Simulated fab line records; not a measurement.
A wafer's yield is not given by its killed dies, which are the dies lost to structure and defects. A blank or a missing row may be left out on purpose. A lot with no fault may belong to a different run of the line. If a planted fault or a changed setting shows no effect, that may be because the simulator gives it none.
Lot-split experiment :: flow n5Finfet :: 21 wafers read across 7 lots, on a route 1938 steps long

## THE SPLIT
At N5_BEOL_M8_COAT_22 (resist thk 30 nm), the setting spinRpm was moved away from the recipe's 1500 rpm on 6 of the 21 wafers read, by -3.1% to +7.7%. All remaining wafers had this setting at the recipe value.

## FROM THE SPLIT TO THE READING: what the file shows between them, 3 steps
- N5_BEOL_M8_EBR_24
- N5_BEOL_M8_SOFTBAKE_23: time 60 s
- N5_BEOL_M8_DESCUM_33: chemistry O2, time 7 s

## THE READING
CAR-EUV_of_BEOL_M8_COAT_22.thkNm (the simulator's own value, which no gauge read), in nm, at N5_BEOL_M8_ETCH_72 (etches underlayer in N2/H2, target depth 6.5 nm, time 5.2 s). No usual value for it is given in the file. Across the 15 wafers here that went through the recipe, the average is 20.5 nm and the standard deviation 0.11 nm.

wafer: L074.2
tool, chamber at the split: lithoTrack-04, 0
spinRpm as run, rpm: 1500
against the recipe: recipe
CAR-EUV_of_BEOL_M8_COAT_22.thkNm, nm: 20.6
against lot-mates on the recipe: -

wafer: L074.3
tool, chamber at the split: lithoTrack-04, 0
spinRpm as run, rpm: 1500
against the recipe: recipe
CAR-EUV_of_BEOL_M8_COAT_22.thkNm, nm: 20.6
against lot-mates on the recipe: -

wafer: L074.6
tool, chamber at the split: lithoTrack-04, 0
spinRpm as run, rpm: 1500
against the recipe: recipe
CAR-EUV_of_BEOL_M8_COAT_22.thkNm, nm: 20.6
against lot-mates on the recipe: -

wafer: L075.3
tool, chamber at the split: lithoTrack-05, 0
spinRpm as run, rpm: 1500
against the recipe: recipe
CAR-EUV_of_BEOL_M8_COAT_22.thkNm, nm: 20.4
against lot-mates on the recipe: -

wafer: L075.4
tool, chamber at the split: lithoTrack-05, 0
spinRpm as run, rpm: 1500
against the recipe: recipe
CAR-EUV_of_BEOL_M8_COAT_22.thkNm, nm: 20.4
against lot-mates on the recipe: -

wafer: L075.6
tool, chamber at the split: lithoTrack-05, 0
spinRpm as run, rpm: 1500
against the recipe: recipe
CAR-EUV_of_BEOL_M8_COAT_22.thkNm, nm: 20.4
against lot-mates on the recipe: -

wafer: L083.3
tool, chamber at the split: lithoTrack-05, 0
spinRpm as run, rpm: 1500
against the recipe: recipe
CAR-EUV_of_BEOL_M8_COAT_22.thkNm, nm: 20.4
against lot-mates on the recipe: -

wafer: L083.4
tool, chamber at the split: lithoTrack-05, 0
spinRpm as run, rpm: 1454
against the recipe: -3.1%
CAR-EUV_of_BEOL_M8_COAT_22.thkNm, nm: 20.8
against lot-mates on the recipe: +0.4

wafer: L083.5
tool, chamber at the split: lithoTrack-05, 0
spinRpm as run, rpm: 1454
against the recipe: -3.1%
CAR-EUV_of_BEOL_M8_COAT_22.thkNm, nm: 20.8
against lot-mates on the recipe: +0.4

wafer: L087.4
tool, chamber at the split: lithoTrack-04, 0
spinRpm as run, rpm: 1615
against the recipe: +7.7%
CAR-EUV_of_BEOL_M8_COAT_22.thkNm, nm: 19.2
against lot-mates on the recipe: -1.0

wafer: L087.6
tool, chamber at the split: lithoTrack-04, 0
spinRpm as run, rpm: 1615
against the recipe: +7.7%
CAR-EUV_of_BEOL_M8_COAT_22.thkNm, nm: 19.2
against lot-mates on the recipe: -1.0

wafer: L087.5
tool, chamber at the split: lithoTrack-04, 0
spinRpm as run, rpm: 1500
against the recipe: recipe
CAR-EUV_of_BEOL_M8_COAT_22.thkNm, nm: 20.2
against lot-mates on the recipe: -

wafer: L086.1
tool, chamber at the split: lithoTrack-02, 0
spinRpm as run, rpm: 1500
against the recipe: recipe
CAR-EUV_of_BEOL_M8_COAT_22.thkNm, nm: 20.4
against lot-mates on the recipe: -

wafer: L086.2
tool, chamber at the split: lithoTrack-02, 0
spinRpm as run, rpm: 1500
against the recipe: recipe
CAR-EUV_of_BEOL_M8_COAT_22.thkNm, nm: 20.4
against lot-mates on the recipe: -

wafer: L086.4
tool, chamber at the split: lithoTrack-02, 0
spinRpm as run, rpm: 1500
against the recipe: recipe
CAR-EUV_of_BEOL_M8_COAT_22.thkNm, nm: 20.4
against lot-mates on the recipe: -

wafer: L091.2
tool, chamber at the split: lithoTrack-02, 0
spinRpm as run, rpm: 1500
against the recipe: recipe
CAR-EUV_of_BEOL_M8_COAT_22.thkNm, nm: 20.4
against lot-mates on the recipe: -

wafer: L091.3
tool, chamber at the split: lithoTrack-02, 0
spinRpm as run, rpm: 1581
against the recipe: +5.4%
CAR-EUV_of_BEOL_M8_COAT_22.thkNm, nm: 19.4
against lot-mates on the recipe: -1.0

wafer: L091.5
tool, chamber at the split: lithoTrack-02, 0
spinRpm as run, rpm: 1581
against the recipe: +5.4%
CAR-EUV_of_BEOL_M8_COAT_22.thkNm, nm: 19.6
against lot-mates on the recipe: -0.8

wafer: L093.3
tool, chamber at the split: lithoTrack-04, 0
spinRpm as run, rpm: 1500
against the recipe: recipe
CAR-EUV_of_BEOL_M8_COAT_22.thkNm, nm: 20.4
against lot-mates on the recipe: -

wafer: L093.5
tool, chamber at the split: lithoTrack-04, 0
spinRpm as run, rpm: 1500
against the recipe: recipe
CAR-EUV_of_BEOL_M8_COAT_22.thkNm, nm: 20.6
against lot-mates on the recipe: -

wafer: L093.6
tool, chamber at the split: lithoTrack-04, 0
spinRpm as run, rpm: 1500
against the recipe: recipe
CAR-EUV_of_BEOL_M8_COAT_22.thkNm, nm: 20.6
against lot-mates on the recipe: -

FIT RESULTS
A straight line over all 21 wafers: CAR-EUV_of_BEOL_M8_COAT_22.thkNm changes by -0.16 nm for each +1% of spinRpm; r = -0.97; the points scatter about the line by 0.12 nm.
The same after taking each lot's own level away (the mean of its wafers on the recipe; 21 wafers): -0.14 nm for each +1%; r = -0.99; scatter 0.072 nm.
That fit puts the effect of the largest move of spinRpm on the reading at 1.1 nm.
From 20.20 to 20.60 nm: that is the span of the lots' own levels, equal to 3.5 times the standard deviation above.
So the slope is not independent of the lot-to-lot level: the two fits are not the same.
Check: with one of the wafers moved furthest among these (+7.7%) left out of the fit, the line predicts -1.12 nm for it against its lot-mates. Against them it came out at -1 nm.

## THE WHOLE CHAIN: every reading that the file lists as answering this split, in the file's order
step: N5_BEOL_M8_COAT_22
what it does: resist thk 30 nm
reading: CAR-EUV_of_BEOL_M8_COAT_22.thkNm (the simulator's own value, which no gauge read)
change (the file's fit): -0.151 nm for each +1% of the setting
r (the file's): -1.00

step: N5_BEOL_M8_ETCH_72
what it does: etches underlayer in N2/H2, target depth 6.5 nm, time 5.2 s
reading: CAR-EUV_of_BEOL_M8_COAT_22.thkNm (the simulator's own value, which no gauge read)
change (the file's fit): -0.141 nm for each +1% of the setting
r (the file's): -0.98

## THE FILE'S OWN FIT
CAR-EUV_of_BEOL_M8_COAT_22.thkNm changes by -0.141 nm for each +1% of spinRpm, r = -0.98.
